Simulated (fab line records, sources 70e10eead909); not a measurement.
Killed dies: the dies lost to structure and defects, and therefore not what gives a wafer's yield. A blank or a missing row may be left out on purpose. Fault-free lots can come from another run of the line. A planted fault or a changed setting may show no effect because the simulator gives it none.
fab line records -- flow nandHarc -- part 2 of 2: steps 25 to 30 of 30
[record] lots = 5, wafers = 15, lastDay = 23
route steps=1159 shown A_M1@1051 A_BONDPAD@1059
lots untouched by any fault: they come from a run of this same line in which no faults occurred
startH: start of the lot's first displayed wafer, in hours after the record's first day -- waitH: how many hours have passed since the lot's step before this one -- " as in the row above -- L1.1+2: a single row standing in for several wafers -- - either no value or no given start -- * or withheld: withheld -- < > ~ a bound
route shown NAME@n: NAME is a module with steps in the file, n the number in the route of the first one -- usual: mean and standard deviation over wafers with no fault -- same: alike in all rows -- chamber/n: place in a boat -- sites: per-site readings -- _std_site: standard deviation across them -- _edge_site: the outer-site mean with the inner-site mean subtracted -- radiusMm: for every site, how far away it sits from the centre of the wafer -- mask NAME#n: copy n -- behind: the most recent tool/chamber to have shaped the wafer -- hold: reason for holding the lot/hours on hold/outcome of the hold -- device: names the non-switching transistor (n, p or np) -- end of line: at the end of the route, the tests of the same wafers -- for a step that has no rows: nothing shown but its recipe -- killed: dies lost to structure and defects at the first sort, not the wafer's yield -- map: shows each die of a wafer: x if killed, . if not, _ if none is there
set.NAME: the setting as run; set.NAME@STEP: as run at that earlier step -- model.NAME: the simulator's own value behind a step, which no gauge read
certain route steps with their lots: each step a table, each wafer a row
services: a tool's chamber out of use, with start hour (startH, from the record's first day; less than 0 if before it), hours out, and reason
[[steps]]
[step NHARC_A_BONDPAD_ETCH_34]
[recipe] targetDepthA = 600, overetchA = 180, timeS = 65.91, ionEnergyEv = 200, n2FlowSccm = 150, h2FlowSccm = 150, arFlowSccm = 0, rfW = 400, biasW = 150, chemistry = N2/H2
[usual] drypumpMotorCurrentA = 5.7/0.44, oesProductAu = 0.997/0.016, rfVppV = 429.7/1.9, showerheadPlenumPTorr = 2.01/0.064, throttleValvePct = 14.172/0.009
lot.wafer,tool,chamber,startH,waitH,drypumpMotorCurrentA,oesProductAu,rfHoursCounterH,rfVppV,showerheadPlenumPTorr,throttleValvePct
L078.2,rieDiel-09,0,428.99,0.1,6.2,1.009,6,427.8,1.96,14.179
L078.1,rieDiel-09,2,428.99,0.1,6.2,1.003,6,432.1,2.08,14.180
L078.5,rieDiel-09,0,428.99,0.1,6.2,1.014,-,428.4,1.96,14.161
L080.3,rieDiel-03,3,449.94,0.1,5.8,0.966,11,426.5,1.92,14.178
L080.1,rieDiel-03,0,449.94,0.1,5.1,1.005,11,428.5,1.98,14.160
L080.4,rieDiel-03,1,449.94,0.1,5.4,0.990,11,430.6,2.08,14.168
L089.3,rieDiel-04,2,507.11,0.1,5.4,0.981,14,429.0,1.97,14.184
L089.2,rieDiel-04,1,507.11,0.1,5.9,0.999,15,429.9,2.04,14.173
L089.6,rieDiel-04,3,507.11,0.1,5.6,0.966,-,430.1,2.03,14.176
L088.2,rieDiel-09,0,512.86,0.1,6.2,1.005,3,429.2,1.96,14.172
L088.6,rieDiel-09,0,512.86,0.1,6.2,1.005,-,429.0,1.96,14.164
L088.5,rieDiel-09,1,512.86,0.1,6.1,0.990,-,430.4,2.07,14.171
L093.4,rieDiel-04,0,517.17,0.1,5.0,1.012,18,432.8,2.12,14.171
L093.3,rieDiel-04,1,517.17,0.1,6.0,0.999,18,429.8,2.04,14.183
L093.5,rieDiel-04,2,517.17,0.1,5.4,0.990,-,429.5,1.97,14.180
[step NHARC_A_BONDPAD_ETCH_12]
[recipe] targetDepthA = 2200, timeS = 110, chf3FlowSccm = 50, o2FlowSccm = 10, arFlowSccm = 200, rfW = 500, biasW = 200, chemistry = CHF3/O2
[usual] drypumpMotorCurrentA = 5.7/0.45, oesProductAu = 0.948/0.027, rfVppV = 370.0/1.9, showerheadPlenumPTorr = 2.37/0.071, throttleValvePct = 20.572/0.009
lot.wafer,tool,chamber,startH,waitH,drypumpMotorCurrentA,oesProductAu,rfHoursCounterH,rfVppV,showerheadPlenumPTorr,throttleValvePct
L078.2,rieDiel-09,0,-,-,6.2,0.977,6,368.1,2.31,20.572
L078.1,rieDiel-09,1,-,-,6.0,0.986,6,371.8,2.43,20.576
L078.5,rieDiel-09,1,-,-,6.0,0.993,-,371.3,2.43,20.584
L080.4,rieDiel-03,0,-,-,5.1,0.925,11,369.2,2.34,20.565
L080.1,rieDiel-03,1,-,-,5.4,0.923,11,370.4,2.45,20.566
L080.3,rieDiel-03,2,-,-,6.2,0.940,11,365.8,2.23,20.579
L089.2,rieDiel-04,2,-,-,5.4,0.954,14,370.1,2.33,20.572
L089.3,rieDiel-04,0,-,-,5.0,0.964,15,373.4,2.49,20.576
L089.6,rieDiel-04,1,-,-,6.0,0.962,-,371.5,2.40,20.571
L088.2,rieDiel-09,2,-,-,6.2,0.991,3,373.0,2.44,20.563
L088.5,rieDiel-09,2,-,-,6.2,0.991,-,371.3,2.44,20.573
L088.6,rieDiel-09,3,-,-,5.2,0.978,-,368.8,2.37,20.576
L093.4,rieDiel-04,1,-,-,5.9,0.921,18,370.1,2.40,20.561
L093.3,rieDiel-04,2,-,-,5.4,0.919,17,368.6,2.33,20.598
L093.5,rieDiel-04,2,-,-,5.4,0.911,-,366.8,2.33,20.576
[step NHARC_A_BONDPAD_CD_MEAS_13]
[usual] cdNm = 499.6/2.8
lot.wafer,tool,chamber,startH,waitH,cdNm
L078.1,cdSem-01,-,429.21,-,498.1
L078.2,cdSem-01,-,429.21,-,502.0
L078.5,cdSem-01,-,429.21,-,502.1
L080.1,cdSem-01,-,450.63,-,498.5
L080.3,cdSem-01,-,450.63,-,500.3
L080.4,cdSem-01,-,450.63,-,503.7
L089.2,cdSem-01,-,507.34,-,501.2
L089.3,cdSem-01,-,507.34,-,503.5
L089.6,cdSem-01,-,507.34,-,502.3
L088.2,cdSem-02,-,513.10,-,498.8
L088.5,cdSem-02,-,513.10,-,502.6
L088.6,cdSem-02,-,513.10,-,496.7
L093.3,cdSem-03,-,517.40,-,502.8
L093.4,cdSem-03,-,517.40,-,504.2
L093.5,cdSem-03,-,517.40,-,500.9
[step NHARC_A_BONDPAD_STRIP_15]
[recipe] o2FlowSccm = 500, arFlowSccm = 0, biasW = 0, chemistry = O2
[usual] drypumpMotorCurrentA = 5.8/0.44, oesProductAu = 1.000/0.013, rfVppV = 57.7/0.8, showerheadPlenumPTorr = 3.50/0.091, throttleValvePct = 17.036/0.01
lot.wafer,tool,chamber,startH,waitH,drypumpMotorCurrentA,oesProductAu,rfHoursCounterH,rfVppV,showerheadPlenumPTorr,throttleValvePct
L078.2,rieDiel-09,3,429.30,0.1,5.2,1.003,6,56.9,3.49,17.027
L078.1,rieDiel-09,1,429.30,0.1,6.1,1.019,6,57.3,3.57,17.022
L078.5,rieDiel-09,3,429.30,0.1,5.2,1.003,-,57.1,3.49,17.037
L080.1,rieDiel-03,1,450.72,0.1,5.4,0.976,11,57.4,3.60,17.045
L080.3,rieDiel-03,2,450.72,0.1,6.2,1.014,11,55.8,3.28,17.033
L080.4,rieDiel-03,3,450.72,0.1,5.8,0.958,11,57.3,3.35,17.058
L089.2,rieDiel-09,1,507.42,0.1,6.0,0.973,2,57.2,3.57,17.048
L089.3,rieDiel-09,2,507.42,0.1,6.2,1.016,2,57.7,3.59,17.034
L089.6,rieDiel-09,2,507.42,0.1,6.2,1.019,-,56.6,3.59,17.042
L088.2,rieDiel-03,1,513.20,0.1,5.4,1.005,24,59.3,3.59,17.047
L088.6,rieDiel-03,3,513.20,0.1,5.8,0.987,-,56.4,3.34,17.036
L088.5,rieDiel-03,0,513.20,0.1,5.2,0.999,-,58.0,3.43,17.048
L093.4,rieDiel-03,2,517.48,0.1,6.2,1.014,24,58.2,3.28,17.053
L093.3,rieDiel-03,0,517.48,0.1,5.1,0.995,24,58.2,3.43,17.033
L093.5,rieDiel-03,1,517.48,0.1,5.4,0.997,-,57.4,3.59,17.050
[step NHARC_A_BONDPAD_ETCH_24]
[recipe] targetDepthA = 300, overEtchFrac = 0.3, timeS = 72.99, ionEnergyEv = 150, cf4FlowSccm = 50, n2FlowSccm = 100, arFlowSccm = 150, rfW = 300, biasW = 100, chemistry = CF4/N2
[usual] drypumpMotorCurrentA = 5.8/0.46, oesProductAu = 1.002/0.013, rfVppV = 313.8/1.4, showerheadPlenumPTorr = 2.60/0.069, throttleValvePct = 19.794/0.009
lot.wafer,tool,chamber,startH,waitH,drypumpMotorCurrentA,oesProductAu,rfHoursCounterH,rfVppV,showerheadPlenumPTorr,throttleValvePct
L078.2,rieDiel-09,0,-,-,6.2,0.997,7,313.4,2.53,19.794
L078.1,rieDiel-09,1,-,-,6.1,1.018,6,314.7,2.66,19.792
L078.5,rieDiel-09,3,-,-,5.2,1.008,-,312.9,2.60,19.791
L080.3,rieDiel-03,0,-,-,5.1,1.000,11,312.9,2.56,19.792
L080.1,rieDiel-03,1,-,-,5.4,0.999,11,315.5,2.68,19.776
L080.4,rieDiel-03,2,-,-,6.2,1.012,11,310.1,2.44,19.791
L089.2,rieDiel-09,1,-,-,6.1,0.978,2,314.7,2.66,19.794
L089.3,rieDiel-09,2,-,-,6.2,1.027,3,315.8,2.67,19.788
L089.6,rieDiel-09,0,-,-,6.2,1.003,-,312.8,2.53,19.789
L088.2,rieDiel-03,3,-,-,5.7,0.982,23,311.9,2.48,19.788
L088.5,rieDiel-03,1,-,-,5.4,0.991,-,314.8,2.67,19.786
L088.6,rieDiel-03,2,-,-,6.2,1.000,-,310.4,2.44,19.787
L093.3,rieDiel-03,1,-,-,5.4,0.984,25,314.9,2.67,19.795
L093.4,rieDiel-03,0,-,-,5.1,0.992,24,312.3,2.55,19.809
L093.5,rieDiel-03,1,-,-,5.4,0.994,-,313.4,2.67,19.800
[step NHARC_A_BONDPAD_STRIP_16]
[recipe] timeS = 600, tempC = 30, chemistry = postEtchResidueRemover
lot.wafer,tool,chamber,startH,waitH
L078.5+1+2,wetBench-08,"3,5,0",429.56,-
L080.1+4+3,wetBench-08,"0,1,2",451.00,-
L089.6+2+3,wetBench-10,"1,3,5",507.70,-
L088.2+6+5,wetBench-08,"7,0,1",513.52,-
L093.3+4+5,wetBench-08,"7,1,4",517.74,-
[[services]]
tool,chamber,startH,hours,kind
cmp-03,-,405.59,4.0,pm
wetBench-08,-,406.42,8.0,pm
lithoTrack-05,-,412.00,7.0,pm
pecvd-01,-,418.06,13.0,pm
wetBench-10,-,423.20,8.0,pm
krfScanner-02,-,423.71,2.7,repair
krfScanner-02,-,430.51,0.7,repair
rieDiel-09,-,431.10,9.0,pm
krfScanner-02,-,435.59,0.2,repair
cmp-01,-,437.60,5.6,repair
pecvd-04,1,442.11,17.3,repair
krfScanner-02,-,450.18,0.2,repair
krfScanner-02,-,454.47,1.0,repair
rieDiel-04,-,465.97,9.0,pm
rieDiel-09,-,472.30,2.0,repair
cmp-01,-,473.52,4.0,pm
pecvd-03,-,473.61,13.0,pm
cmp-04,-,478.00,1.6,repair
cmp-01,-,481.02,2.6,repair
krfScanner-02,-,483.09,1.7,repair
rieDiel-03,3,487.55,4.3,repair
pecvd-04,1,490.45,14.1,repair
cmp-04,-,498.15,4.0,pm
lithoTrack-02,-,515.01,7.0,pm
